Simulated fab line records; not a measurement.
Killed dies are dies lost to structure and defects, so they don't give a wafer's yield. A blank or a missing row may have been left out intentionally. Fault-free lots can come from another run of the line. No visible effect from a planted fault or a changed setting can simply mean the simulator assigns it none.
Chamber matching	flow n5Finfet	N5_GATE_CUT_CMP_43 on cmp-04 has 4 sister chambers
The step polishes SiO2. 4 wafers are shown with their chamber, then 11 later ones without.

## WAFERS PAIRED WITH THEIR CHAMBERS
wafer	chamber	motorCurrentA (A)
L083.6	3	12.7
L087.3	2	12.7
L087.6	1	12.0
L088.1	0	10.6

## WAFERS WITHOUT THEIR CHAMBER
wafer	motorCurrentA (A)
L088.4	12.4
L088.6	13.5
L089.1	11.5
L089.2	13.0
L089.4	12.8
L095.2	11.3
L095.4	13.8
L095.6	12.9
L097.2	13.4
L097.3	12.5
L097.5	9.9

## WHICH CHAMBER EACH WENT THROUGH
wafer	from the rows above	in truth
L088.4	can't be placed: 2 or 3 or 1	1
L088.6	can't be placed: 2 or 3 or 1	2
L089.1	can't be placed: 1 or 0 or 2 or 3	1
L089.2	can't be placed: 2 or 3 or 1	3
L089.4	can't be placed: 2 or 3 or 1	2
L095.2	can't be placed: 1 or 0 or 2 or 3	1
L095.4	can't be placed: 2 or 3 or 1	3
L095.6	can't be placed: 2 or 3 or 1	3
L097.2	can't be placed: 2 or 3 or 1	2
L097.3	can't be placed: 2 or 3 or 1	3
L097.5	0	0
Placed correctly: 1 of 11. Can't be placed from these rows: 10 (the true chamber is among the candidates in 10). Number placed wrongly: 0.
How it was worked out, from the rows above alone: a wafer's distance from a chamber is the root of the sum, over the readings, of the square of ((its reading less the chamber's mean) divided by the reading's scatter). The wafer belongs to the nearest chamber; if the next one is less than 2 further off, it can't be placed. The mean given for a chamber averages the wafers shown for that chamber. The scatter: root of mean squared gap, hidden wafer to nearest shown wafer, with one shown wafer a chamber.
